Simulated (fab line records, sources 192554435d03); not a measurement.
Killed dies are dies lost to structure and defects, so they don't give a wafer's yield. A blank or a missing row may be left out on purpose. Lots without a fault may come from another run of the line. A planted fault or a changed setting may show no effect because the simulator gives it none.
fab line records | flow n5_finfet
record lots=7 wafers=21
route steps=1938 shown BEOL_M14@1738 BEOL_M15@1801 PASSIVATION@1921
start_h: hours from the record's first day to the start of the lot's first wafer shown | wait_h: hours since the lot's step before | " the same as in the row above | L1.1+2: a row that stands for several wafers | - no value, or no start given | * or withheld: withheld | < > ~ a bound
route shown NAME@n: a module of which the file shows steps, and the number in the route of the first | usual: mean/standard deviation of fault-free wafers | same: alike in all rows | chamber/n: place in a boat | sites: the reading at each site | _std_site: their standard deviation | _edge_site: outer sites' mean less inner sites' | radius_mm: how far each site lies from the wafer's centre | mask NAME#n: copy n | behind: the tool/chamber that last shaped the wafer | hold: why the lot was held/for how many hours/how that ended | device: the transistor (n, p or np) that didn't switch | end of line: the same wafers' tests at the end of the route | a step without rows: its recipe alone | killed: dies lost to structure and defects at the first sort, not the wafer's yield | map: a wafer's dies, x killed, . not, _ none there
set.NAME: the setting as run; set.NAME@STEP: as run at that earlier step | model.NAME: the simulator's own value behind a step, which no gauge read
lots whose settings were changed on purpose; a table a step, a row a wafer
## steps
# step N5_BEOL_M14_COAT_66
# recipe resist=SiARC temp_c=220 time_s=60 spin_rpm=1500 resist_thk_nm=110
# columns lot.wafer tool chamber start_h wait_h set.spin_rpm model.SiARC_of_BEOL_M14_COAT_66.thk_nm
L074.1 litho_track-01 0 - - 1500 110
L074.3 " 0 " " 1665 104.8
L074.5 " 0 " " 1665 104.6
L075.1 litho_track-01 0 - - 1500 109.8
L075.3 " 0 " " 1500 110
L075.6 " 0 " " 1500 110.2
L076.3 litho_track-01 0 - - 1500 110.2
L076.5 " 0 " " 1500 109.6
L076.6 " 0 " " 1500 109.8
L079.1 litho_track-02 0 - - 1500 110.2
L079.5+6 " 0 " " 1500 110
L091.1 litho_track-04 0 - - 1573 107.4
L091.3 " 0 " " 1573 107.2
L091.5 " 0 " " 1500 109.8
L089.2+4+5 litho_track-02 0 - - 1500 109.8
L096.2+5 litho_track-04 0 - - 1581 106.8
L096.3 " 0 " " 1581 107.2
# step N5_BEOL_M14_PEB_26
# recipe peb_temp_c=130 peb_time_s=90
# columns lot.wafer tool chamber start_h wait_h set.peb_temp_c
L074.1+5 litho_track-04 0 240.18 0.1 130
L074.3 " 0 " " 131.1
L075.1+3+6 litho_track-02 0 256.10 0.1 130
L076.3+5+6 litho_track-04 0 262.04 0.0 130
L079.1+5+6 litho_track-04 0 281.49 0.1 128.8
L091.1+3 litho_track-01 0 347.05 0.1 127.3
L091.5 " 0 " " 130
L089.2+4+5 litho_track-01 0 353.64 0.0 130
L096.2+3+5 litho_track-02 0 387.27 0.0 130
# step N5_BEOL_M14_DEVELOP_27
# recipe develop_time_s=45 rinse_liquid=diw dry=air_spin dev_temp_c=21
# step N5_BEOL_M14_HARDBAKE_32
# recipe temp_c=130 time_s=120
# step N5_BEOL_M14_CD_MEAS_28
# recipe target_cd_nm=284.4 landing_energy_ev=500 detector=se_inlens
# usual cd_nm=284.3/1.4
# columns lot.wafer tool chamber start_h wait_h set.peb_temp_c@BEOL_M14_PEB_26 cd_nm
L074.1 cd_sem-03 0 240.29 - 130 286.7
L074.3 " 0 " " 131.1 291.4
L074.5 " 0 " " 130 285.2
L075.1 cd_sem-01 0 256.22 - 130 281.7
L075.3 " 0 " " 130 283.4
L075.6 " 0 " " 130 283.0
L076.3 cd_sem-02 0 262.15 - 130 285.2
L076.5 " 0 " " 130 282.9
L076.6 " 0 " " 130 284.9
L079.1 cd_sem-01 0 281.61 - 128.8 280.4
L079.5 " 0 " " 128.8 279.3
L079.6 " 0 " " 128.8 280.7
L091.1 cd_sem-03 0 347.16 - 127.3 268.0
L091.3 " 0 " " 127.3 269.6
L091.5 " 0 " " 130 284.6
L089.2 cd_sem-01 0 353.76 - 130 281.9
L089.4 " 0 " " 130 283.3
L089.5 " 0 " " 130 282.4
L096.2 cd_sem-02 0 387.39 - 130 283.7
L096.3 " 0 " " 130 283.7
L096.5 " 0 " " 130 285.0
# step N5_BEOL_M14_DESCUM_33
# recipe chemistry=O2 time_s=7.9 source_power_w=50 bias_power_w=20 pressure_mtorr=20 rf_frequency_hz=2.712e+07 temp_c=40 o2_flow_sccm=225
# columns lot.wafer tool chamber start_h wait_h set.peb_temp_c@BEOL_M14_PEB_26 model.BEOL_M14.cd_nm
L074.1 rie_diel-02 3 240.61 0.3 130 286.6
L074.3 " 1 " " 131.1 291.8
L074.5 " 2 " " 130 284.8
L075.1 rie_diel-05 0 256.30 0.0 130 282
L075.3 " 1 " " 130 283.2
L075.6 " 2 " " 130 283
L076.3 rie_diel-02 0 262.33 0.1 130 284.8
L076.5 " 0 " " 130 283
L076.6 " 3 " " 130 284.4
L079.1 rie_diel-05 3 281.96 0.3 128.8 280.2
L079.5 " 1 " " 128.8 279.4
L079.6 " 2 " " 128.8 280.6
L091.1 rie_diel-05 1 347.25 0.0 127.3 267.6
L091.3 " 3 " " 127.3 269.6
L091.5 " 3 " " 130 284.4
L089.2 rie_diel-01 0 353.84 0.0 130 281.6
L089.4 " 3 " " 130 283.6
L089.5 " 1 " " 130 282.2
L096.2 rie_diel-05 0 388.28 0.8 130 283.8
L096.3 " 1 " " 130 283.6
L096.5 " 0 " " 130 284.6
# step N5_BEOL_M14_ETCH_67
# recipe chemistry=CF4 target=SiARC target_depth_a=1430 time_s=238.3 ion_energy_ev=80 pressure_mtorr=40 source_w=545 bias_w=36 Ar_flow_sccm=100 cf4_flow_sccm=100 ends=cleared
# columns lot.wafer tool chamber start_h wait_h set.spin_rpm@BEOL_M14_COAT_66 set.peb_temp_c@BEOL_M14_PEB_26 model.BEOL_M14.cd_nm model.etch.depth_nm model.coat_of_BEOL_M14_COAT_22.thk_nm
L074.1 rie_diel-02 3 240.64 0.0 1500 130 282.2 109.9 211.6
L074.3 " 1 " " 1665 131.1 287.2 104.7 214.8
L074.5 " 2 " " 1665 130 280.2 104.7 216.6
L075.1 rie_diel-05 0 256.34 0.0 1500 130 278 109.8 213.6
L075.3 " 1 " " 1500 130 279 110 213
L075.6 " 2 " " 1500 130 278.6 110.1 213.4
L076.3 rie_diel-02 0 262.37 0.0 1500 130 279.8 110.1 211.4
L076.5 " 0 " " 1500 130 278.2 109.6 212
L076.6 " 3 " " 1500 130 279.4 109.8 212
L079.1 rie_diel-05 3 281.99 0.0 1500 128.8 276.2 110.2 211.6
L079.5 " 1 " " 1500 128.8 274.8 109.9 212.4
L079.6 " 2 " " 1500 128.8 275.8 109.9 213.2
L091.1 rie_diel-05 1 347.29 0.0 1573 127.3 263.4 107.4 212
L091.3 " 3 " " 1573 127.3 265.2 107.2 212.2
L091.5 " 3 " " 1500 130 279.8 109.7 210.6
L089.2 rie_diel-01 0 353.88 0.0 1500 130 277.8 109.8 211.4
L089.4 " 3 " " 1500 130 279.4 109.8 212.2
L089.5 " 1 " " 1500 130 278.4 109.8 212.8
L096.2 rie_diel-05 0 388.32 0.0 1581 130 278.4 106.8 212.4
L096.3 " 1 " " 1581 130 278.6 107.2 212.2
L096.5 " 0 " " 1581 130 279.6 106.9 211.8
# step N5_BEOL_M14_ETCH_68
# recipe chemistry=N2/H2 target=SOC mask_material=SiARC source_w=3000 bias_w=350 temp_c=40 time_s=450 ion_energy_ev=200 pressure_mtorr=30 n2_flow_sccm=200 h2_flow_sccm=200
# columns lot.wafer tool chamber start_h wait_h set.spin_rpm@BEOL_M14_COAT_66 set.peb_temp_c@BEOL_M14_PEB_26 model.BEOL_M14.cd_nm model.SiARC_of_BEOL_M14_COAT_66.thk_nm
L074.1 rie_diel-02 3 240.79 0.1 1500 130 281.4 65
L074.3 " 1 " " 1665 131.1 286.4 60
L074.5 " 2 " " 1665 130 281.2 60
L075.1 rie_diel-05 0 256.49 0.1 1500 130 278.6 63.2
L075.3 " 1 " " 1500 130 280.2 64.2
L075.6 " 2 " " 1500 130 279.6 66
L076.3 rie_diel-02 0 262.51 0.1 1500 130 280 64.4
L076.5 " 0 " " 1500 130 278 64
L076.6 " 3 " " 1500 130 279.4 64.8
L079.1 rie_diel-05 3 282.14 0.1 1500 128.8 276.6 64.4
L079.5 " 1 " " 1500 128.8 276.8 64.4
L079.6 " 2 " " 1500 128.8 274.4 65.6
L091.1 rie_diel-05 1 347.43 0.1 1573 127.3 263.4 63
L091.3 " 3 " " 1573 127.3 263.8 62
L091.5 " 3 " " 1500 130 279 65.6
L089.2 rie_diel-01 0 354.02 0.1 1500 130 277.2 65
L089.4 " 3 " " 1500 130 278.4 64.4
L089.5 " 1 " " 1500 130 279.4 64.2
L096.2 rie_diel-05 0 388.46 0.1 1581 130 280 61.4
L096.3 " 1 " " 1581 130 279.2 62
L096.5 " 0 " " 1581 130 280 61.6
# step N5_BEOL_M15_PEB_26
# recipe peb_temp_c=130 peb_time_s=90
# columns lot.wafer tool chamber start_h wait_h set.peb_temp_c
L074.1+3 litho_track-03 0 245.66 0.1 132.9
L074.5 " 0 " " 130
L075.1+3 litho_track-04 0 261.43 0.1 130
L075.6 " 0 " " 128.3
L076.3+6 litho_track-03 0 268.51 0.0 130
L076.5 " 0 " " 132.2
L079.1+5 litho_track-03 0 286.34 0.1 126.5
L079.6 " 0 " " 130
L091.1+5 litho_track-03 0 354.53 0.1 128.4
L091.3 " 0 " " 130
L089.2+4+5 litho_track-04 0 361.65 0.0 130
L096.2+3+5 litho_track-04 0 395.84 0.0 130
# step N5_BEOL_M15_DEVELOP_27
# recipe develop_time_s=45 rinse_liquid=diw dry=air_spin dev_temp_c=21
# step N5_BEOL_M15_HARDBAKE_32
# recipe temp_c=130 time_s=120
# step N5_BEOL_M15_CD_MEAS_28
# recipe target_cd_nm=407.6 landing_energy_ev=500 detector=se_inlens
# usual cd_nm=407.9/1.7
# columns lot.wafer tool chamber start_h wait_h set.peb_temp_c@BEOL_M15_PEB_26 cd_nm
L074.1 cd_sem-03 0 245.77 - 132.9 419.4
L074.3 " 0 " " 132.9 419.3
L074.5 " 0 " " 130 408.4
L075.1 cd_sem-02 0 261.54 - 130 406.7
L075.3 " 0 " " 130 406.2
L075.6 " 0 " " 128.3 399.1
L076.3 cd_sem-01 0 268.62 - 130 408.3
L076.5 " 0 " " 132.2 415.5
L076.6 " 0 " " 130 408.2
L079.1 cd_sem-01 0 286.46 - 126.5 389.7
L079.5 " 0 " " 126.5 390.4
L079.6 " 0 " " 130 407.1
L091.1 cd_sem-01 0 354.64 - 128.4 403.2
L091.3 " 0 " " 130 411.8
L091.5 " 0 " " 128.4 403.1
L089.2 cd_sem-01 0 361.77 - 130 408.0
L089.4 " 0 " " 130 408.7
L089.5 " 0 " " 130 408.8
L096.2 cd_sem-02 0 395.95 - 130 406.9
L096.3 " 0 " " 130 408.2
L096.5 " 0 " " 130 407.9
# step N5_BEOL_M15_DESCUM_33
# recipe chemistry=O2 time_s=7.9 source_power_w=50 bias_power_w=20 pressure_mtorr=20 rf_frequency_hz=2.712e+07 temp_c=40 o2_flow_sccm=225
# columns lot.wafer tool chamber start_h wait_h set.peb_temp_c@BEOL_M15_PEB_26 model.BEOL_M15.cd_nm
L074.1+3 rie_diel-06 1,2 245.86 0.0 132.9 419.2
L074.5 " 3 " " 130 408.4
L075.1 rie_diel-03 2 261.70 0.1 130 406.8
L075.3 " 1 " " 130 406.4
L075.6 " 2 " " 128.3 399.2
L076.3 rie_diel-03 2 268.72 0.0 130 408.2
L076.5 " 1 " " 132.2 415.6
L076.6 " 3 " " 130 408
L079.1 rie_diel-03 1 286.55 0.0 126.5 389.8
L079.5 " 1 " " 126.5 390.4
L079.6 " 2 " " 130 407.4
L091.1 rie_diel-04 3 354.75 0.1 128.4 403.2
L091.3 " 2 " " 130 412
L091.5 " 1 " " 128.4 403.4
L089.2 rie_diel-03 2 361.85 0.0 130 408
L089.4+5 " 0,2 " " 130 408.6
L096.2 rie_diel-04 1 396.04 0.0 130 406.8
L096.3 " 2 " " 130 408.2
L096.5 " 0 " " 130 407.8
# step N5_BEOL_M15_ETCH_61
# recipe chemistry=N2/H2 target=BARC target_depth_a=890 overetch_a=267 time_s=67.9 ion_energy_ev=200 pressure_mtorr=30 source_w=840 bias_w=150 n2_flow_sccm=200 h2_flow_sccm=200
# columns lot.wafer tool chamber start_h wait_h set.peb_temp_c@BEOL_M15_PEB_26 model.BEOL_M15.cd_nm
L074.1 rie_diel-06 1 245.90 0.0 132.9 411.4
L074.3 " 2 " " 132.9 411.2
L074.5 " 3 " " 130 400.6
L075.1 rie_diel-03 2 261.74 0.0 130 399.6
L075.3 " 1 " " 130 398.8
L075.6 " 2 " " 128.3 391.4
L076.3+6 rie_diel-03 2,3 268.75 0.0 130 400.2
L076.5 " 1 " " 132.2 407.2
L079.1 rie_diel-03 1 286.58 0.0 126.5 382.8
L079.5 " 1 " " 126.5 382.6
L079.6 " 2 " " 130 399.2
L091.1 rie_diel-04 3 354.79 0.0 128.4 395.6
L091.3 " 2 " " 130 404
L091.5 " 1 " " 128.4 396
L089.2 rie_diel-03 2 361.89 0.0 130 401
L089.4 " 0 " " 130 401.8
L089.5 " 2 " " 130 400.8
L096.2 rie_diel-04 1 396.07 0.0 130 398.8
L096.3 " 2 " " 130 400.4
L096.5 " 0 " " 130 399.6
# step N5_BEOL_M15_STRIP_37
# recipe chemistry=O2 power_w=600 temp_c=60 pressure_mtorr=30 rf_frequency_hz=6e+07 bias_power_w=0 overash_fraction=0.3 o2_flow_sccm=225
# columns lot.wafer tool chamber start_h wait_h set.pressure_mtorr
L074.1+3+5 rie_diel-06 2,1,3 - - 36.27
L075.1+3+6 rie_diel-06 3,2,2 - - 23.33
L076.3+5+6 rie_diel-06 0,2,1 - - 30
L079.1+5+6 rie_diel-04 2,3,0 - - 34.05
L091.1+3+5 rie_diel-04 3,0,0 - - 34.94
L089.2+4+5 rie_diel-06 1,2,1 - - 30
L096.2+3+5 rie_diel-04 0,2,2 - - 32.84
# step N5_BEOL_M15_ETCH_38
# recipe chemistry=CF4/N2 target=SiCN target_depth_a=1064 taper_deg=2 time_s=120.5 ion_energy_ev=150 mask_material=SiO2 pressure_mtorr=40 source_w=430 bias_w=70 Ar_flow_sccm=100 cf4_flow_sccm=60 n2_flow_sccm=60
# columns lot.wafer tool chamber start_h wait_h set.peb_temp_c@BEOL_M15_PEB_26 model.BEOL_M15.cd_nm
L074.1 rie_diel-06 2 - - 132.9 410.8
L074.3 " 1 " " 132.9 411.4
L074.5 " 3 " " 130 400.8
L075.1 rie_diel-06 3 - - 130 399.8
L075.3 " 2 " " 130 398.6
L075.6 " 2 " " 128.3 392
L076.3+6 rie_diel-06 0,1 - - 130 400.6
L076.5 " 2 " " 132.2 407
L079.1 rie_diel-04 2 - - 126.5 382
L079.5 " 3 " " 126.5 382.4
L079.6 " 0 " " 130 399.4
L091.1 rie_diel-04 3 - - 128.4 395.4
L091.3 " 0 " " 130 403.6
L091.5 " 0 " " 128.4 396.2
L089.2 rie_diel-06 1 - - 130 401.4
L089.4 " 2 " " 130 402.2
L089.5 " 1 " " 130 400.8
L096.2 rie_diel-04 0 - - 130 399.4
L096.3 " 2 " " 130 401
L096.5 " 2 " " 130 399.6
# step N5_PASSIVATION_EXPOSE_41
# recipe mask_id=PASS_OPEN na=0.55 defocus_nm=0 source_shape=conventional sigma_outer=0.8 polarization=unpolarized target_cd_nm=40000 dose_mj=57.25
# columns lot.wafer tool chamber start_h wait_h mask set.dose_mj
L074.1+5 krf_scanner-01 0 261.33 - PASS_OPEN#0 60.05
L074.3 " 0 " " PASS_OPEN#0 57.25
L075.1+3+6 krf_scanner-01 0 275.23 - PASS_OPEN#0 54.68
L076.3+5+6 krf_scanner-01 0 284.49 - PASS_OPEN#0 57.25
L079.1 krf_scanner-01 0 306.44 - PASS_OPEN#0 58.79
L079.5+6 " 0 " " PASS_OPEN#0 57.25
L091.1+3+5 krf_scanner-01 0 370.82 - PASS_OPEN#0 57.25
L089.2+4+5 krf_scanner-01 0 375.00 - PASS_OPEN#0 57.25
L096.2+3+5 krf_scanner-01 0 413.42 - PASS_OPEN#0 57.25
# step N5_PASSIVATION_PEB_42
# recipe peb_temp_c=withheld peb_time_s=*
# step N5_PASSIVATION_DEVELOP_43
# recipe develop_time_s=60 rinse_liquid=diw dry=air_spin dev_temp_c=21
# step N5_PASSIVATION_HARDBAKE_45
# recipe temp_c=130 time_s=120
# step N5_PASSIVATION_CD_MEAS_44
# recipe target_cd_nm=40000 landing_energy_ev=500 detector=se_inlens
# usual cd_nm=40001/3
# columns lot.wafer tool chamber start_h wait_h set.dose_mj@PASSIVATION_EXPOSE_41 cd_nm
L074.1 cd_sem-02 0 261.51 - 60.05 40018
L074.3 " 0 " " 57.25 40005
L074.5 " 0 " " 60.05 40020
L075.1 cd_sem-02 0 275.41 - 54.68 39982
L075.3 " 0 " " 54.68 39977
L075.6 " 0 " " 54.68 39983
L076.3 cd_sem-03 0 284.66 - 57.25 39998
L076.5 " 0 " " 57.25 39999
L076.6 " 0 " " 57.25 40000
L079.1 cd_sem-03 0 306.62 - 58.79 40007
L079.5 " 0 " " 57.25 39999
L079.6 " 0 " " 57.25 40000
L091.1 cd_sem-01 0 371.00 - 57.25 40002
L091.3 " 0 " " 57.25 39998
L091.5 " 0 " " 57.25 40000
L089.2 cd_sem-02 0 375.17 - 57.25 39999
L089.4 " 0 " " 57.25 39999
L089.5 " 0 " " 57.25 40000
L096.2 cd_sem-02 0 413.60 - 57.25 39998
L096.3 " 0 " " 57.25 39999
L096.5 " 0 " " 57.25 39999
## key
split step=N5_BEOL_M14_COAT_66 setting=spin_rpm stated=1500 by=wafer
response step=N5_BEOL_M14_COAT_66 reading=model.SiARC_of_BEOL_M14_COAT_66.thk_nm change=-0.487 per=1% r=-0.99
response step=N5_BEOL_M14_ETCH_67 reading=model.etch.depth_nm change=-0.479 per=1% r=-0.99
response step=N5_BEOL_M14_ETCH_67 reading=model.coat_of_BEOL_M14_COAT_22.thk_nm change=+0.362 per=1% r=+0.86
response step=N5_BEOL_M14_ETCH_68 reading=model.SiARC_of_BEOL_M14_COAT_66.thk_nm change=-0.484 per=1% r=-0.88
split step=N5_BEOL_M14_PEB_26 setting=peb_temp_c stated=130 by=wafer
response step=N5_BEOL_M14_CD_MEAS_28 reading=cd_nm change=+7.44 per=1% r=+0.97
response step=N5_BEOL_M14_DESCUM_33 reading=model.BEOL_M14.cd_nm change=+7.55 per=1% r=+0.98
response step=N5_BEOL_M14_ETCH_67 reading=model.BEOL_M14.cd_nm change=+7.41 per=1% r=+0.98
response step=N5_BEOL_M14_ETCH_68 reading=model.BEOL_M14.cd_nm change=+7.22 per=1% r=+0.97
split step=N5_BEOL_M15_PEB_26 setting=peb_temp_c stated=130 by=wafer
response step=N5_BEOL_M15_CD_MEAS_28 reading=cd_nm change=+5.61 per=1% r=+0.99
response step=N5_BEOL_M15_DESCUM_33 reading=model.BEOL_M15.cd_nm change=+5.66 per=1% r=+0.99
response step=N5_BEOL_M15_ETCH_61 reading=model.BEOL_M15.cd_nm change=+5.48 per=1% r=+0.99
response step=N5_BEOL_M15_ETCH_38 reading=model.BEOL_M15.cd_nm change=+5.41 per=1% r=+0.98
split step=N5_BEOL_M15_STRIP_37 setting=pressure_mtorr stated=30 by=lot
response none clear
split step=N5_PASSIVATION_EXPOSE_41 setting=dose_mj stated=57.25 by=wafer
response step=N5_PASSIVATION_CD_MEAS_44 reading=cd_nm change=+2.9 per=1% r=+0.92
